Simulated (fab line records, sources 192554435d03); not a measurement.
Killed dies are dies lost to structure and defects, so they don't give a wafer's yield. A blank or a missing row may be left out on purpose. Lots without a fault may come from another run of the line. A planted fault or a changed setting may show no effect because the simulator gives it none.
Tool commonality check | flow n5_finfet | 9 lots, 27 wafers sampled

WHY IT WAS OPENED
At N5_STI_FIN_REVEAL_INSPECT_13 the reading raw_defect_count is flagged on 2 of 9 lots. Wafers without a fault read 12, standard deviation 4.7.
Rule: a lot is flagged when every wafer of it that has a number lies more than 4 standard deviations from that mean, or none has a number. The other lots count as sound.

lot  | measured    | on                | raw_defect_count, wafer by wafer | flag
L711 | day 2 21:38 | defect_inspect-01 | 13 15 9                          |
L713 | day 3 08:10 | defect_inspect-01 | 14 18 8                          |
L714 | day 3 13:37 | defect_inspect-02 | 818 844 810                      | FLAGGED
L715 | day 3 19:09 | defect_inspect-01 | 750 852 790                      | FLAGGED
L724 | day 6 01:14 | defect_inspect-01 | 10 15 13                         |
L729 | day 7 13:07 | defect_inspect-02 | 16 17 12                         |
L730 | day 7 13:43 | defect_inspect-02 | 5 15 13                          |
L731 | day 7 23:42 | defect_inspect-02 | 10 8 14                          |
L733 | day 8 07:53 | defect_inspect-01 | 6 12 14                          |
The numbers of the flagged lots are 811 on average: +799 against the usual, or +99 or more standard deviations.

WHICH TOOL RAN EACH LOT
The record holds 4 process steps before the reading, out of a route of 1938 steps. In each cell: the tool, then ch and the chambers that the sampled wafers went through, then the start.
lot  | flag    | N5_FIN_CUT_PRECLEAN_35            | N5_STI_FIN_REVEAL_STRIP_24        | N5_STI_FIN_REVEAL_ETCH_34       | N5_STI_FIN_REVEAL_OXIDATION_33
L711 |         | vapor_etch-01 ch 0,1, day 2 10:56 | rie_diel-05 ch 0,2,3, day 2 18:36 | rie_si-04 ch 2,3, day 2 20:56   | plasma_asher-02 ch 0,1, day 2 21:22
L713 |         | vapor_etch-01 ch 0,1, day 2 22:53 | rie_diel-02 ch 0,1,3, day 3 05:07 | rie_si-03 ch 0,3, day 3 07:28   | plasma_asher-02 ch 0,1, day 3 07:53
L714 | FLAGGED | vapor_etch-02 ch 0,1, day 3 04:20 | rie_diel-02 ch 0,1,2, day 3 10:37 | rie_si-01 ch 0,3, day 3 12:55   | plasma_asher-01 ch 0,1, day 3 13:20
L715 | FLAGGED | vapor_etch-02 ch 0,1, day 3 09:28 | rie_diel-02 ch 1,3, day 3 16:08   | rie_si-03 ch 0,1,3, day 3 18:27 | plasma_asher-02 ch 0,1, day 3 18:52
L724 |         | vapor_etch-01 ch 0, day 5 15:44   | rie_diel-06 ch 0,1,2, day 5 22:12 | rie_si-03 ch 1,2,3, day 6 00:32 | plasma_asher-02 ch 0,1, day 6 00:58
L729 |         | vapor_etch-02 ch 0,1, day 7 03:53 | rie_diel-06 ch 1,2, day 7 10:05   | rie_si-01 ch 0,2, day 7 12:25   | plasma_asher-01 ch 0, day 7 12:50
L730 |         | vapor_etch-02 ch 0,1, day 7 04:19 | rie_diel-06 ch 1,2,3, day 7 10:43 | rie_si-01 ch 0,2,3, day 7 13:01 | plasma_asher-01 ch 0,1, day 7 13:26
L731 |         | vapor_etch-01 ch 0,1, day 7 11:53 | rie_diel-02 ch 0,2,3, day 7 19:05 | rie_si-03 ch 0,1,3, day 7 23:01 | plasma_asher-01 ch 0,1, day 7 23:25
L733 |         | vapor_etch-02 ch 0,1, day 7 22:41 | rie_diel-05 ch 1,2,3, day 8 04:51 | rie_si-01 ch 0,2,3, day 8 07:11 | plasma_asher-02 ch 0,1, day 8 07:35
What these steps do:
- N5_FIN_CUT_PRECLEAN_35: cleans in vHF, time 13.3 s.
- N5_STI_FIN_REVEAL_STRIP_24: strips in N2/H2, time 90 s.
- N5_STI_FIN_REVEAL_ETCH_34: etches Si in H2, material Si, target depth 0.97 nm.
- N5_STI_FIN_REVEAL_OXIDATION_33: chemistry O2 PLASMA REMOTE, time 20 s.
- N5_STI_FIN_REVEAL_INSPECT_13: inspects for defects (darkfield).

FLAGGED OVER TOTAL, TOOL BY TOOL (the gauges that took the reading come last)
step                           | tool              | lots run | flagged | share of the flagged lots | sound lots run after its first flagged lot
N5_FIN_CUT_PRECLEAN_35         | vapor_etch-01     | 4        | 0       | none                      | -
N5_FIN_CUT_PRECLEAN_35         | vapor_etch-02     | 5        | 2       | all                       | 3 (L729,L730,L733)
N5_STI_FIN_REVEAL_STRIP_24     | rie_diel-02       | 4        | 2       | all                       | 1 (L731)
N5_STI_FIN_REVEAL_STRIP_24     | rie_diel-05       | 2        | 0       | none                      | -
N5_STI_FIN_REVEAL_STRIP_24     | rie_diel-06       | 3        | 0       | none                      | -
N5_STI_FIN_REVEAL_ETCH_34      | rie_si-01         | 4        | 1       | some                      | 3 (L729,L730,L733)
N5_STI_FIN_REVEAL_ETCH_34      | rie_si-03         | 4        | 1       | some                      | 2 (L724,L731)
N5_STI_FIN_REVEAL_ETCH_34      | rie_si-04         | 1        | 0       | none                      | -
N5_STI_FIN_REVEAL_OXIDATION_33 | plasma_asher-01   | 4        | 1       | some                      | 3 (L729,L730,L731)
N5_STI_FIN_REVEAL_OXIDATION_33 | plasma_asher-02   | 5        | 1       | some                      | 2 (L724,L733)
N5_STI_FIN_REVEAL_INSPECT_13   | defect_inspect-01 | 5        | 1       | some                      | 2 (L724,L733)
N5_STI_FIN_REVEAL_INSPECT_13   | defect_inspect-02 | 4        | 1       | some                      | 3 (L729,L730,L731)

WHAT THE TABLE ALLOWS
2 rows of the table ran every flagged lot: vapor_etch-02 at N5_FIN_CUT_PRECLEAN_35, rie_diel-02 at N5_STI_FIN_REVEAL_STRIP_24.
- vapor_etch-02 at N5_FIN_CUT_PRECLEAN_35: 2 of its 5 lots flagged. Sound lots ran on it after the first flagged one (L729, L730, L733), which a lasting fault on the whole tool wouldn't allow.
- rie_diel-02 at N5_STI_FIN_REVEAL_STRIP_24: 2 of its 4 lots flagged. Sound lots ran on it after the first flagged one (L731), which a lasting fault on the whole tool wouldn't allow.
No row of the table ran every flagged lot and no sound lot after the first.

WHAT THE SIMULATOR HAD PUT IN
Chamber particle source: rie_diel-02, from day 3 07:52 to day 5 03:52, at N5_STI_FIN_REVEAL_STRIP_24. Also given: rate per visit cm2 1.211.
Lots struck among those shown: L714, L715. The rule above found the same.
